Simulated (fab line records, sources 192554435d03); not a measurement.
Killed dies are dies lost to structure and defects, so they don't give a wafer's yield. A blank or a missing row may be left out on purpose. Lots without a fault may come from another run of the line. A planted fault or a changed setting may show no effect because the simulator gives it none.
fab line records | flow n5_finfet
record lots=7 wafers=39
route steps=1938 shown DUMMY_GATE@246 SDB@368 BEOL_M0_SAQP@633 BEOL_M0_CUTY@711 BEOL_M2@928 BEOL_M7@1263 BEOL_M11@1592 BEOL_M15@1773
start_h: hours from the record's first day to the start of the lot's first wafer shown | wait_h: hours since the lot's step before | " the same as in the row above | L1.1+2: a row that stands for several wafers | - no value, or no start given | * or withheld: withheld | < > ~ a bound
route shown NAME@n: a module of which the file shows steps, and the number in the route of the first | usual: mean/standard deviation of fault-free wafers | same: alike in all rows | chamber/n: place in a boat | sites: the reading at each site | _std_site: their standard deviation | _edge_site: outer sites' mean less inner sites' | radius_mm: how far each site lies from the wafer's centre | mask NAME#n: copy n | behind: the tool/chamber that last shaped the wafer | hold: why the lot was held/for how many hours/how that ended | device: the transistor (n, p or np) that didn't switch | end of line: the same wafers' tests at the end of the route | a step without rows: its recipe alone | killed: dies lost to structure and defects at the first sort, not the wafer's yield | map: a wafer's dies, x killed, . not, _ none there
set.NAME: the setting as run; set.NAME@STEP: as run at that earlier step | model.NAME: the simulator's own value behind a step, which no gauge read
lots whose settings were changed on purpose; a table a step, a row a wafer
## steps
# step N5_DUMMY_GATE_ETCH_32
# recipe chemistry=CF4 target=SiO2 target_depth_a=35 time_s=3.9 ion_energy_ev=350 pressure_mtorr=10 icp_w=800 bias_w=400 cf4_flow_sccm=80
# columns lot.wafer tool chamber start_h wait_h set.time_s model.etch.depth_nm
L075.1 rie_si-06 1 56.06 0.1 3.9 3.558
L075.2 " 3 " " 3.9 3.624
L075.3 " 0 " " 3.9 3.531
L075.4 " 1 " " 3.9 3.518
L075.5 " 0 " " 3.9 3.522
L075.6 " 3 " " 3.9 3.612
L077.1 rie_si-06 3 65.51 0.1 3.9 3.626
L077.2 " 1 " " 3.9 3.588
L077.3 " 0 " " 3.9 3.558
L077.4 " 3 " " 3.199 2.981
L077.5 " 1 " " 3.199 2.916
L077.6 " 0 " " 3.199 2.919
L079.1 rie_si-03 0 76.84 0.1 3.9 3.348
L079.3 " 3 " " 3.9 3.509
L079.4 " 0 " " 3.9 3.341
L080.1 rie_si-01 3 82.69 0.1 1.728 1.599
L080.2 " 1 " " 3.9 3.331
L080.3 " 2 " " 3.9 3.403
L080.4 " 0 " " 1.728 1.408
L080.5 " 0 " " 3.9 3.191
L080.6 " 1 " " 1.728 1.475
L087.1 rie_si-03 1 126.42 0.1 5.013 4.572
L087.2 " 0 " " 3.9 3.349
L087.3 " 2 " " 5.013 4.551
L087.4 " 3 " " 5.013 4.406
L087.5 " 3 " " 3.9 3.478
L087.6 " 0 " " 3.9 3.377
L088.1 rie_si-01 3 133.26 0.1 5.582 5.231
L088.2 " 1 " " 3.9 3.376
L088.3 " 2 " " 5.582 4.969
L088.4 " 0 " " 5.582 4.608
L088.5 " 3 " " 3.9 3.685
L088.6 " 2 " " 3.9 3.429
L094.1 rie_si-06 1 168.50 0.1 3.9 3.485
L094.2 " 3 " " 3.9 3.574
L094.3 " 0 " " 3.9 3.544
L094.4 " 2 " " 3.9 3.66
L094.5 " 3 " " 3.9 3.603
L094.6 " 0 " " 3.9 3.538
# step N5_SDB_ETCH_25
# recipe chemistry=C4F6/O2 target=SiO2 target_depth_a=100 time_s=3.3 ion_energy_ev=250 mask_material=SiNx pressure_mtorr=30 source_w=345 bias_w=185 Ar_flow_sccm=300 C4F6_flow_sccm=10 O2_flow_sccm=10
# columns lot.wafer tool chamber start_h wait_h set.time_s model.etch.depth_nm
L075.1 rie_diel-03 2 74.66 0.0 3.3 10.09
L075.2 " 1 " " 3.3 10.13
L075.3 " 0 " " 3.3 9.841
L075.4 " 3 " " 3.3 9.982
L075.5 " 0 " " 3.3 9.817
L075.6 " 3 " " 3.3 10.06
L077.1 rie_diel-04 0 84.83 0.0 5.272 16.19
L077.2 " 3 " " 3.3 9.557
L077.3 " 1 " " 3.3 10.11
L077.4 " 3 " " 5.272 15.45
L077.5 " 0 " " 5.272 16.12
L077.6 " 1 " " 3.3 10.06
L079.1 rie_diel-03 1 98.33 0.4 3.3 10.07
L079.3 " 3 " " 3.3 9.856
L079.4 " 2 " " 3.3 10.3
L080.1 rie_diel-03 3 102.57 0.0 3.976 11.92
L080.2 " 2 " " 3.976 12.61
L080.3 " 1 " " 3.3 10.14
L080.4 " 0 " " 3.3 10.05
L080.5 " 2 " " 3.3 10.37
L080.6 " 1 " " 3.976 12.11
L087.1 rie_diel-03 0 145.97 0.3 3.3 10.03
L087.2 " 1 " " 3.3 10.27
L087.3 " 3 " " 1.996 6.026
L087.4 " 2 " " 1.996 6.212
L087.5 " 1 " " 1.996 6.272
L087.6 " 0 " " 3.3 9.951
L088.1 rie_diel-04 0 152.05 0.0 3.3 10.12
L088.2 " 2 " " 3.3 10.35
L088.3+6 " 1 " " 3.3 10.39
L088.4 " 3 " " 3.3 9.644
L088.5 " 2 " " 3.3 10.33
L094.1 rie_diel-03 0 187.47 0.2 4.248 12.79
L094.2 " 3 " " 3.3 9.902
L094.3 " 2 " " 4.248 13.19
L094.4 " 1 " " 4.248 13.16
L094.5 " 3 " " 3.3 9.973
L094.6 " 0 " " 3.3 9.938
# step N5_BEOL_M0_SAQP_ILD_DEP_01
# recipe material=SiOC target_thk_a=454.19 temp_c=350 precursor=DEMS/O2 pressure_torr=5 rf_w=500 time_s=8.7
# columns lot.wafer tool chamber start_h wait_h set.time_s model.SiOC_of_BEOL_M0_SAQP_ILD_DEP_01.thk_nm
L075.1 pecvd-03 1 112.84 0.0 8.7 43.4
L075.2 " 2 " " 10.67 54
L075.3+5 " 0 " " 10.67 54.6
L075.4 " 1 " " 8.7 44.8
L075.6 " 2 " " 8.7 44
L077.1 pecvd-02 2 127.51 0.0 8.7 45
L077.2+6 " 1,0 " " 8.7 44.8
L077.3 " 0 " " 6.816 34.4
L077.4 " 1 " " 6.816 35.2
L077.5 " 2 " " 6.816 35.4
L079.1 pecvd-02 0 136.30 0.0 8.7 44.2
L079.3 " 2 " " 8.7 45
L079.4 " 0 " " 8.7 44.8
L080.1+3 pecvd-04 1,2 141.44 0.0 8.7 44.4
L080.2 " 0 " " 3.632 18.2
L080.4 " 1 " " 8.7 45.2
L080.5+6 " 2,0 " " 3.632 18.6
L087.1+5 pecvd-02 0 186.73 0.0 4.57 24.2
L087.2 " 2 " " 4.57 23.8
L087.3 " 2 " " 8.7 46.4
L087.4 " 0 " " 8.7 46.2
L087.6 " 2 " " 8.7 46
L088.1+2 pecvd-02 0,2 190.65 0.0 12.35 63.4
L088.3 " 2 " " 8.7 45.2
L088.4 " 0 " " 8.7 45.4
L088.5 " 0 " " 8.7 44.8
L088.6 " 2 " " 12.35 64.6
L094.1 pecvd-03 2 227.96 0.0 8.7 44.4
L094.2 " 1 " " 8.7 44.8
L094.3+5 " 0,2 " " 8.7 45
L094.4+6 " 0,1 " " 8.7 45.4
# step N5_BEOL_M0_CUTY_DESCUM_61
# recipe chemistry=O2 time_s=7.9 source_power_w=50 bias_power_w=20 pressure_mtorr=20 rf_frequency_hz=2.712e+07 temp_c=40 resist=CAR-ArF-block o2_flow_sccm=225
# columns lot.wafer tool chamber start_h wait_h set.time_s model.CAR-ArF-block_of_BEOL_M0_CUTY_COAT_51.thk_nm
L075.1+2 rie_diel-03 2,3 123.15 0.3 7.9 143.8
L075.3+5 " 0,3 " " 7.9 144
L075.4 " 2 " " 7.9 143.4
L075.6 " 0 " " 7.9 143.6
L077.1 rie_diel-01 3 137.11 0.3 7.9 144
L077.2+3+4 " 1,1,3 " " 7.9 144.2
L077.5 " 3 " " 7.9 144.6
L077.6 " 1 " " 7.9 144.4
L079.1 rie_diel-03 3 146.52 0.0 7.9 144.2
L079.3 " 2 " " 7.9 144
L079.4 " 0 " " 7.9 144.4
L080.1+6 rie_diel-03 1,3 148.94 0.0 7.9 143.6
L080.2 " 2 " " 7.9 143.8
L080.3+5 " 0,2 " " 7.9 143.4
L080.4 " 3 " " 7.9 143.2
L087.1+4 rie_diel-03 2,0 195.69 0.5 7.9 144
L087.2+6 " 1,3 " " 7.9 143.8
L087.3 " 3 " " 7.9 143.4
L087.5 " 0 " " 7.9 143.6
L088.1 rie_diel-01 3 198.21 0.0 11.41 141
L088.2 " 2 " " 11.41 140.8
L088.3 " 1 " " 11.41 141.8
L088.4+6 " 0,3 " " 7.9 143.4
L088.5 " 0 " " 7.9 143.6
L094.1 rie_diel-03 0 236.40 0.0 7.9 143.6
L094.2 " 2 " " 7.9 143.4
L094.3 " 1 " " 4.968 144.4
L094.4 " 2 " " 4.968 144.8
L094.5 " 1 " " 4.968 144.6
L094.6 " 0 " " 7.9 142.6
# step N5_BEOL_M2_DEP_57
# recipe material=SiCN target_thk_a=80 temp_c=withheld precursor=3MS/NH3 pressure_torr=3 rf_w=202 time_s=14
# columns lot.wafer tool chamber start_h wait_h set.time_s model.SiCN_of_BEOL_M2_DEP_57.thk_nm
L075.1 pecvd-04 0 150.08 0.0 14 8
L075.2+4 " 1,2 " " 14 8.2
L075.3+6 " 2,1 " " 10.72 6.4
L075.5 " 0 " " 10.72 6
L077.1 pecvd-04 1 168.43 0.0 14 8.2
L077.2+6 " 2,0 " " 21.19 12.2
L077.3 " 0 " " 14 8
L077.4 " 2 " " 14 8.6
L077.5 " 1 " " 21.19 12.4
L080.1+4+6 pecvd-04 2,2,1 187.48 0.0 14 8.4
L080.2+3+5 " 1,0,0 " " 14 8.2
L079.1+3 pecvd-01 0,2 190.19 0.0 14 8
L079.4 " 0 " " 14 8.2
L087.1+3 pecvd-04 2,1 228.55 0.0 21.17 12.2
L087.2+6 " 0,1 " " 14 8.2
L087.4 " 0 " " 14 8.4
L087.5 " 2 " " 21.17 12.6
L088.1+2+3+5 pecvd-01 0,2,1,2 233.81 0.0 14 8
L088.4+6 " 1,0 " " 14 8.2
L094.1+2 pecvd-04 1,2 262.22 0.0 19.83 11.6
L094.3 " 0 " " 14 8.2
L094.4 " 2 " " 19.83 11.8
L094.5+6 " 0,1 " " 14 8.4
# step N5_BEOL_M7_ILD_DEP_00
# recipe material=SiCOH_lowk target_thk_a=1797.5 temp_c=300 precursor=DEMS/porogen pressure_torr=5 rf_w=500 time_s=33.4
# columns lot.wafer tool chamber start_h wait_h set.time_s model.SiCOH_lowk_of_BEOL_M7_ILD_DEP_00.thk_nm
L075.1 pecvd-02 0 215.92 0.0 33.4 178.4
L075.2 " 1 " " 27.93 152.8
L075.3 " 2 " " 33.4 178
L075.4 " 2 " " 33.4 181.4
L075.5 " 0 " " 27.93 150.6
L075.6 " 1 " " 27.93 155.6
L077.1 pecvd-04 2 216.24 0.0 42.74 228.8
L077.2 " 1 " " 42.74 225.6
L077.3 " 0 " " 33.4 174
L077.4 " 0 " " 42.74 229.6
L077.5 " 2 " " 33.4 184.6
L077.6 " 1 " " 33.4 179.6
L080.1 pecvd-02 0 227.95 0.0 33.4 177.8
L080.2 " 2 " " 33.4 178.2
L080.3 " 0 " " 25.25 137.4
L080.4 " 2 " " 25.25 137.2
L080.5 " 0 " " 33.4 180.6
L080.6 " 2 " " 25.25 136.6
L079.1 pecvd-04 1 228.28 0.0 33.4 178.6
L079.3 " 0 " " 33.4 175.6
L079.4 " 2 " " 33.4 184
L087.1+3 pecvd-04 0,1 280.04 0.0 42.5 224.8
L087.2 " 2 " " 33.4 184.8
L087.4 " 1 " " 33.4 181.2
L087.5 " 0 " " 33.4 180
L087.6 " 2 " " 42.5 233.6
L088.1 pecvd-02 2 288.42 0.0 24.48 129.6
L088.2 " 0 " " 33.4 179.2
L088.3 " 1 " " 24.48 131.4
L088.4 " 1 " " 24.48 133.6
L088.5 " 2 " " 33.4 181
L088.6 " 0 " " 33.4 181.8
L094.1 pecvd-02 2 320.34 0.1 33.4 177
L094.2 " 0 " " 33.4 178.8
L094.3 " 1 " " 33.4 176
L094.4 " 1 " " 33.4 178.2
L094.5 " 2 " " 33.4 180.6
L094.6 " 0 " " 33.4 181.6
# step N5_BEOL_M7_CURE_74
# recipe temp_c=385 time_s=240 ambient=He/Ar material=SiCOH_lowk
# columns lot.wafer tool chamber start_h wait_h set.time_s@BEOL_M7_ILD_DEP_00 model.SiCOH_lowk_of_BEOL_M7_ILD_DEP_00.thk_nm
L075.1 uv_cure-01 0 215.98 0.0 33.4 153.8
L075.2 " 0 " " 27.93 131.6
L075.3 " 0 " " 33.4 153.4
L075.4 " 0 " " 33.4 156.4
L075.5 " 0 " " 27.93 129.6
L075.6 " 0 " " 27.93 134
L077.1 uv_cure-02 0 216.30 0.0 42.74 197.8
L077.2 " 0 " " 42.74 195
L077.3 " 0 " " 33.4 150
L077.4 " 0 " " 42.74 198.6
L077.5 " 0 " " 33.4 159.2
L077.6 " 0 " " 33.4 155
L080.1 uv_cure-01 2 228.03 0.1 33.4 153.4
L080.2 " 2 " " 33.4 153.6
L080.3 " 2 " " 25.25 118.2
L080.4 " 2 " " 25.25 118
L080.5 " 2 " " 33.4 155.6
L080.6 " 2 " " 25.25 117.6
L079.1 uv_cure-03 1 228.41 0.1 33.4 154
L079.3 " 1 " " 33.4 151.4
L079.4 " 1 " " 33.4 158.8
L087.1+3 uv_cure-02 2 280.31 0.2 42.5 194.4
L087.2 " 2 " " 33.4 159.4
L087.4 " 2 " " 33.4 156.2
L087.5 " 2 " " 33.4 155.2
L087.6 " 2 " " 42.5 202
L088.1 uv_cure-02 0 288.49 0.0 24.48 111.4
L088.2 " 0 " " 33.4 154.4
L088.3 " 0 " " 24.48 113
L088.4 " 0 " " 24.48 115
L088.5 " 0 " " 33.4 156
L088.6 " 0 " " 33.4 156.8
L094.1 uv_cure-02 1 320.40 0.0 33.4 152.6
L094.2 " 1 " " 33.4 154.2
L094.3 " 1 " " 33.4 151.8
L094.4 " 1 " " 33.4 153.8
L094.5 " 1 " " 33.4 155.6
L094.6 " 1 " " 33.4 156.6
# step N5_BEOL_M7_THK_MEAS_01
# recipe reads=SiCOH_lowk_of_BEOL_M7_ILD_DEP_00
# usual M7_ILD_THK=155.3/2.2
# columns lot.wafer tool chamber start_h wait_h set.time_s@BEOL_M7_ILD_DEP_00 M7_ILD_THK[nm]
L075.1 film_metro-01 - 216.49 0.4 33.4 153.9
L075.2 " - " " 27.93 131.5
L075.3 " - " " 33.4 153.4
L075.4 " - " " 33.4 156.5
L075.5 " - " " 27.93 129.5
L075.6 " - " " 27.93 133.9
L077.1 film_metro-01 - 216.91 0.5 42.74 197.8
L077.2 " - " " 42.74 194.9
L077.3 " - " " 33.4 150.1
L077.4 " - " " 42.74 198.4
L077.5 " - " " 33.4 159.2
L077.6 " - " " 33.4 154.9
L080.1 film_metro-02 - 228.54 0.4 33.4 153.4
L080.2 " - " " 33.4 153.7
L080.3 " - " " 25.25 118.2
L080.4 " - " " 25.25 118.1
L080.5 " - " " 33.4 155.5
L080.6 " - " " 25.25 117.6
L079.1 film_metro-02 - 229.41 0.8 33.4 153.9
L079.3 " - " " 33.4 151.5
L079.4 " - " " 33.4 158.9
L087.1 film_metro-02 - 280.84 0.4 42.5 194.2
L087.2 " - " " 33.4 159.3
L087.3 " - " " 42.5 194.4
L087.4 " - " " 33.4 156.1
L087.5 " - " " 33.4 155.2
L087.6 " - " " 42.5 201.9
L088.1 film_metro-02 - 289.00 0.4 24.48 111.4
L088.2 " - " " 33.4 154.4
L088.3 " - " " 24.48 112.9
L088.4 " - " " 24.48 114.9
L088.5 " - " " 33.4 156.0
L088.6 " - " " 33.4 156.7
L094.1 film_metro-02 - 321.40 0.8 33.4 152.6
L094.2 " - " " 33.4 154.1
L094.3 " - " " 33.4 151.8
L094.4 " - " " 33.4 153.7
L094.5 " - " " 33.4 155.6
L094.6 " - " " 33.4 156.5
# step N5_BEOL_M11_CVD_75
# recipe material=Co target_thk_a=20 temp_c=withheld precursor=CCTBA/H2 pressure_torr=30 time_s=138.9
# columns lot.wafer tool chamber start_h wait_h set.target_thk_a model.Co_of_BEOL_M11_CVD_75.thk_nm
L075.1 cvd_co-01 1 259.02 0.0 27.39 2.6
L075.2+3+5 " 0,2,2 " " 20 2
L075.4+6 " 0,1 " " 27.39 2.8
L077.1+3+6 cvd_co-01 0,1,0 259.70 0.1 20 2
L077.2+5 " 2,1 " " 30.63 3
L077.4 " 2 " " 30.63 3.2
L079.1+3 cvd_co-01 0,2 271.09 0.0 20 2
L079.4 " 1 " " 20 1.8
L080.1 cvd_co-01 2 271.74 0.1 20 2
L080.2+5 " 0 " " 12.58 1.2
L080.3+6 " 1,2 " " 20 1.8
L080.4 " 1 " " 12.58 1
L087.1+5 cvd_co-02 2,0 318.50 0.1 20 1.8
L087.2+3 " 0,1 " " 27.37 2.8
L087.4 " 2 " " 27.37 2.6
L087.6 " 1 " " 20 2
L088.1+3+5 cvd_co-02 2,0,2 328.97 0.4 20 1.8
L088.2+4+6 " 1,0,1 " " 25.41 2.4
L094.1+5 cvd_co-01 2,0 366.69 0.0 16.23 1.6
L094.2 " 0 " " 20 1.8
L094.3 " 1 " " 16.23 1.8
L094.4+6 " 1,2 " " 20 2
# step N5_BEOL_M15_ILD_DEP_00
# recipe material=SiO2 target_thk_a=16293 temp_c=400 precursor=TEOS/O2 pressure_torr=6.5 rf_w=900 teos_flow_sccm=161.4 gas=O2 flow_sccm=2650 time_s=346.1
# columns lot.wafer tool chamber start_h wait_h set.target_thk_a model.SiO2_of_BEOL_M15_ILD_DEP_00.thk_nm
L075.1 pecvd-03 2 274.02 0.0 16293 1621
L075.2 " 0 " " 16293 1649
L075.3 " 1 " " 16293 1590
L075.4 " 2 " " 23850 2424
L075.5 " 1 " " 23850 2392
L075.6 " 0 " " 23850 2442
L077.1 pecvd-04 1 274.19 0.0 12030 1180
L077.2 " 0 " " 12030 1182
L077.3 " 2 " " 16293 1644
L077.4 " 0 " " 16293 1622
L077.5 " 2 " " 12030 1239
L077.6 " 1 " " 16293 1638
L080.1 pecvd-04 2 293.63 0.0 16293 1666
L080.2 " 1 " " 16293 1633
L080.3 " 0 " " 16293 1614
L080.4 " 2 " " 16293 1683
L080.5 " 0 " " 16293 1652
L080.6 " 1 " " 16293 1645
L079.1 pecvd-03 0 297.08 0.0 16293 1632
L079.3 " 1 " " 16293 1596
L079.4 " 0 " " 16293 1665
L087.1 pecvd-02 1 333.07 0.0 16293 1625
L087.2 " 0 " " 19900 1982
L087.3 " 2 " " 19900 1995
L087.4 " 0 " " 16293 1642
L087.5 " 1 " " 16293 1623
L087.6 " 2 " " 19900 2027
L088.1 pecvd-02 0 359.76 0.0 16293 1591
L088.2 " 1 " " 10880 1061
L088.3 " 2 " " 16293 1615
L088.4 " 1 " " 10880 1064
L088.5 " 2 " " 10880 1106
L088.6 " 0 " " 16293 1625
L094.1 pecvd-03 2 388.55 0.0 16293 1590
L094.2 " 1 " " 16293 1597
L094.3 " 0 " " 16293 1610
L094.4 " 2 " " 16293 1582
L094.5 " 1 " " 16293 1608
L094.6 " 0 " " 16293 1612
# step N5_BEOL_M15_THK_MEAS_01
# recipe reads=SiO2_of_BEOL_M15_ILD_DEP_00
# usual M15_ILD_THK=1625/27
# columns lot.wafer tool chamber start_h wait_h set.target_thk_a@BEOL_M15_ILD_DEP_00 M15_ILD_THK[nm]
L075.1 film_metro-02 - 274.27 0.1 16293 1622
L075.2 " - " " 16293 1649
L075.3 " - " " 16293 1590
L075.4 " - " " 23850 2424
L075.5 " - " " 23850 2394
L075.6 " - " " 23850 2444
L077.1 film_metro-01 - 274.44 0.1 12030 1180
L077.2 " - " " 12030 1182
L077.3 " - " " 16293 1643
L077.4 " - " " 16293 1623
L077.5 " - " " 12030 1240
L077.6 " - " " 16293 1637
L080.1 film_metro-01 - 293.88 0.1 16293 1666
L080.2 " - " " 16293 1633
L080.3 " - " " 16293 1612
L080.4 " - " " 16293 1684
L080.5 " - " " 16293 1653
L080.6 " - " " 16293 1645
L079.1 film_metro-02 - 297.33 0.1 16293 1632
L079.3 " - " " 16293 1596
L079.4 " - " " 16293 1665
L087.1 film_metro-01 - 333.32 0.1 16293 1625
L087.2 " - " " 19900 1983
L087.3 " - " " 19900 1995
L087.4 " - " " 16293 1641
L087.5 " - " " 16293 1621
L087.6 " - " " 19900 2028
L088.1 film_metro-02 - 360.01 0.1 16293 1592
L088.2 " - " " 10880 1061
L088.3 " - " " 16293 1613
L088.4 " - " " 10880 1064
L088.5 " - " " 10880 1107
L088.6 " - " " 16293 1624
L094.1 film_metro-02 - 388.80 0.1 16293 1590
L094.2 " - " " 16293 1596
L094.3 " - " " 16293 1608
L094.4 " - " " 16293 1582
L094.5 " - " " 16293 1607
L094.6 " - " " 16293 1612
# step N5_BEOL_M15_COAT_58
# recipe resist=BARC temp_c=205 time_s=60 spin_rpm=1500 resist_thk_nm=89
# step N5_BEOL_M15_COAT_04
# recipe spin_rpm=1704 resist_thk_nm=800
# step N5_BEOL_M15_DESCUM_15
# recipe chemistry=O2 time_s=7.9 source_power_w=50 bias_power_w=20 pressure_mtorr=20 rf_frequency_hz=2.712e+07 temp_c=40 o2_flow_sccm=225
# step N5_BEOL_M15_ETCH_59
# recipe chemistry=N2/H2 target=BARC target_depth_a=890 overetch_a=267 time_s=67.9 ion_energy_ev=200 pressure_mtorr=30 source_w=840 bias_w=150 n2_flow_sccm=200 h2_flow_sccm=200
# step N5_BEOL_M15_VIA_ETCH_16
# recipe chemistry=C4F8/O2/Ar target=SiO2 he_inner_torr=15 he_outer_torr=30 target_depth_a=17922 time_s=withheld ion_energy_ev=800 pressure_mtorr=20 source_w=1905 bias_w=2040 Ar_flow_sccm=400 C4F8_flow_sccm=16 O2_flow_sccm=12 ends=cleared
# columns lot.wafer tool chamber start_h wait_h set.target_thk_a@BEOL_M15_ILD_DEP_00 model.etch.depth_nm model.coat_of_BEOL_M15_COAT_04.thk_nm
L075.1 rie_diel-06 1 274.87 0.0 16293 1621 343.4
L075.2 " 2 " " 16293 1649 338.6
L075.3 " 3 " " 16293 1590 331.4
L075.4 " 0 " " 23850 2424 149.6
L075.5 " 1 " " 23850 2392 159.4
L075.6 " 2 " " 23850 2442 149.2
L077.1 rie_diel-02 1 275.05 0.0 12030 1180 429.6
L077.2 " 3 " " 12030 1182 447.4
L077.3 " 0 " " 16293 1644 322.2
L077.4 " 3 " " 16293 1622 345.4
L077.5 " 0 " " 12030 1239 418.4
L077.6 " 1 " " 16293 1638 321.4
L080.1 rie_diel-05 0 294.48 0.0 16293 1666 317.2
L080.2 " 3 " " 16293 1633 347.6
L080.3 " 1 " " 16293 1614 327.6
L080.4 " 2 " " 16293 1683 335.8
L080.5 " 3 " " 16293 1652 343.2
L080.6 " 2 " " 16293 1645 342.8
L079.1 rie_diel-05 0 297.90 0.0 16293 1632 322.8
L079.3 " 1 " " 16293 1596 331
L079.4 " 3 " " 16293 1665 339
L087.1 rie_diel-05 3 333.93 0.0 16293 1625 347.2
L087.2 " 0 " " 19900 1982 235.8
L087.3 " 2 " " 19900 1995 259.6
L087.4 " 3 " " 16293 1642 343.2
L087.5 " 0 " " 16293 1623 324
L087.6 " 2 " " 19900 2027 254
L088.1 rie_diel-05 2 360.61 0.0 16293 1591 352.4
L088.2 " 1 " " 10880 1061 460.6
L088.3 " 3 " " 16293 1615 351.8
L088.4 " 0 " " 10880 1064 461.6
L088.5 " 1 " " 10880 1106 450
L088.6 " 2 " " 16293 1625 346.6
L094.1 rie_diel-05 0 389.40 0.0 16293 1590 332.8
L094.2 " 3 " " 16293 1597 352.4
L094.3 " 2 " " 16293 1610 346.4
L094.4 " 1 " " 16293 1582 333.6
L094.5 " 2 " " 16293 1608 348.6
L094.6 " 1 " " 16293 1612 325.2
## key
split step=N5_DUMMY_GATE_ETCH_32 setting=time_s stated=3.9 by=wafer
response step=N5_DUMMY_GATE_ETCH_32 reading=model.etch.depth_nm change=+0.0339 per=1% r=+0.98
split step=N5_SDB_ETCH_25 setting=time_s stated=3.3 by=wafer
response step=N5_SDB_ETCH_25 reading=model.etch.depth_nm change=+0.101 per=1% r=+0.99
split step=N5_BEOL_M0_SAQP_ILD_DEP_01 setting=time_s stated=8.7 by=wafer
response step=N5_BEOL_M0_SAQP_ILD_DEP_01 reading=model.SiOC_of_BEOL_M0_SAQP_ILD_DEP_01.thk_nm change=+0.454 per=1% r=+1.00
split step=N5_BEOL_M0_CUTY_DESCUM_61 setting=time_s stated=7.9 by=wafer
response step=N5_BEOL_M0_CUTY_DESCUM_61 reading=model.CAR-ArF-block_of_BEOL_M0_CUTY_COAT_51.thk_nm change=-0.0456 per=1% r=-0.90
split step=N5_BEOL_M2_DEP_57 setting=time_s stated=14 by=wafer
response step=N5_BEOL_M2_DEP_57 reading=model.SiCN_of_BEOL_M2_DEP_57.thk_nm change=+0.079 per=1% r=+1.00
split step=N5_BEOL_M7_ILD_DEP_00 setting=time_s stated=33.4 by=wafer
response step=N5_BEOL_M7_ILD_DEP_00 reading=model.SiCOH_lowk_of_BEOL_M7_ILD_DEP_00.thk_nm change=+1.73 per=1% r=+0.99
response step=N5_BEOL_M7_CURE_74 reading=model.SiCOH_lowk_of_BEOL_M7_ILD_DEP_00.thk_nm change=+1.51 per=1% r=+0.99
response step=N5_BEOL_M7_THK_MEAS_01 reading=M7_ILD_THK change=+1.51 per=1% r=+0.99
split step=N5_BEOL_M11_CVD_75 setting=target_thk_a stated=20 by=wafer
response step=N5_BEOL_M11_CVD_75 reading=model.Co_of_BEOL_M11_CVD_75.thk_nm change=+0.0205 per=1% r=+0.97
split step=N5_BEOL_M15_ILD_DEP_00 setting=target_thk_a stated=16293 by=wafer
response step=N5_BEOL_M15_ILD_DEP_00 reading=model.SiO2_of_BEOL_M15_ILD_DEP_00.thk_nm change=+16.8 per=1% r=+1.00
response step=N5_BEOL_M15_THK_MEAS_01 reading=M15_ILD_THK change=+16.8 per=1% r=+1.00
response step=N5_BEOL_M15_VIA_ETCH_16 reading=model.etch.depth_nm change=+16.8 per=1% r=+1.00
response step=N5_BEOL_M15_VIA_ETCH_16 reading=model.coat_of_BEOL_M15_COAT_04.thk_nm change=-3.79 per=1% r=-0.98
